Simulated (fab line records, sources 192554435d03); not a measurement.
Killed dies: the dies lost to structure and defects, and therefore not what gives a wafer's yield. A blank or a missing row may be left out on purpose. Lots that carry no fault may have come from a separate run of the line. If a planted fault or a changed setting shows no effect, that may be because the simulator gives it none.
Code-filled problem report in 8D (eight disciplines) form | flow n5-finfet | the parts of the form that need people (team, actions taken, sign-off) are left out

== 1. THE PROBLEM ==
Wafers without a fault read 124.9 s, standard deviation 0.36; run-length-s at N5_BEOL_M0_CO_CAP_123 reads a mean of 61.3 s on 3 wafers belonging to 2 lots. So: -99 or more standard deviations from the usual mean.
The step: material Co, precursor CCTBA/H2, target thk 2 nm, time 102.1 s.
First seen on wafer L815.2, day 11 10:23, on cvd-co-01. At this step, 18 wafers from 6 lots have a number in the record. By rule, "out" or "out of limits" means more than 4 standard deviations away from the usual mean. All remaining wafers that have a number are taken as sound.

== 2. WHAT IT IS, WHAT IT ISN'T ==
question                    | is                     | is not
which readings at this step | run-length-s           | heater-power-w
which lots                  | L812, L815             | L800, L804, L816, L819
which wafers of those lots  | L812.2, L812.6, L815.2 | L812.1, L815.1, L815.4
read on which tools         | cvd-co-01              | cvd-co-02
when                        | from day 11 10:23      | up to then (8 sound wafers); but 7 sound wafers of L812, L816, L819 came after

== 3. SUSPECTS, AND WHAT RULES EACH OUT ==
Counting: a tool at a process step up to the reading stays a suspect if it ran every lot that is out. Sound lots after the first of them don't rule it out here, since some wafers of a struck lot are sound.
- pvd-sputter-02 at N5_BEOL_M0_ANNEAL_133 (time 60 s): kept. It processed each lot that is out (first: L815, day 11 09:22); up to then, its last sound lot is L800 (day 6 04:46).
- pvd-sputter-02 at N5_BEOL_M0_ANNEAL_135 (time 60 s): kept. It processed each lot that is out (first: L815, day 11 09:29); up to then, its last sound lot is L800 (day 6 04:53).
- pvd-sputter-02 at N5_BEOL_M0_SPUTTER_141 (material Cu, target thk 4 nm, time 7.37 s): kept. It processed each lot that is out (first: L815, day 11 09:32); up to then, its last sound lot is L800 (day 6 04:56).
- rtp-anneal-02 at N5_BEOL_M0_ANNEAL_119 (time 90 s): kept. It ran every lot that is out, first L815 (day 11 09:43).
- cvd-co-01 at N5_BEOL_M0_PRE_CLEAN_131 (time 15 s): kept. It processed each lot that is out (first: L815, day 11 10:21); up to then, its last sound lot is L804 (day 7 04:34).
- cvd-co-01 at N5_BEOL_M0_CO_CAP_123 (material Co, precursor CCTBA/H2, target thk 2 nm, time 102.1 s): kept. It processed each lot that is out (first: L815, day 11 10:23); up to then, its last sound lot is L804 (day 7 04:36). Its own run-length-s readings are out on those wafers.
Left after counting: pvd-sputter-02 at N5_BEOL_M0_ANNEAL_133, pvd-sputter-02 at N5_BEOL_M0_ANNEAL_135, pvd-sputter-02 at N5_BEOL_M0_SPUTTER_141, rtp-anneal-02 at N5_BEOL_M0_ANNEAL_119, cvd-co-01 at N5_BEOL_M0_PRE_CLEAN_131, cvd-co-01 at N5_BEOL_M0_CO_CAP_123.

== 4. THE CAUSE (what the simulator had put in) ==
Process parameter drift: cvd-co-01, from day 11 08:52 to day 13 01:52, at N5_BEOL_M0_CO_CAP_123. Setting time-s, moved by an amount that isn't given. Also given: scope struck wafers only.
Counting left 6 suspects, and this tool is among them.

== 5. SEQUENCE OF EFFECTS, ordered by route ==
Each row: a reading whose mean over the struck wafers that have a number lies more than 3 standard deviations from the usual. Only readings for which the record gives a usual standard deviation are gone through. hours: the time from each lot's start at the first step in this table that gives one to its start at this step, as a median over the lots. sigmas: the change in usual standard deviations.
hours | step                  | reading      | usual   | on struck wafers | change | sigmas
0     | N5_BEOL_M0_CO_CAP_123 | run-length-s | 124.9 s | 61.3             | -63.6  | -99 or more
Here are the process steps it includes:
- N5_BEOL_M0_CO_CAP_123: material Co, precursor CCTBA/H2, target thk 2 nm, time 102.1 s.
Later steps that measure or inspect, where all struck wafers having a row at the step show a number for every such reading and not one has moved that far: N5_BEOL_M4_RC_MEAS_101.

== 6. WHAT WOULD HAVE CAUGHT IT SOONER ==
In this record the first reading out of limits was taken at day 11 10:23, 2 hours after the fault began at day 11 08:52.
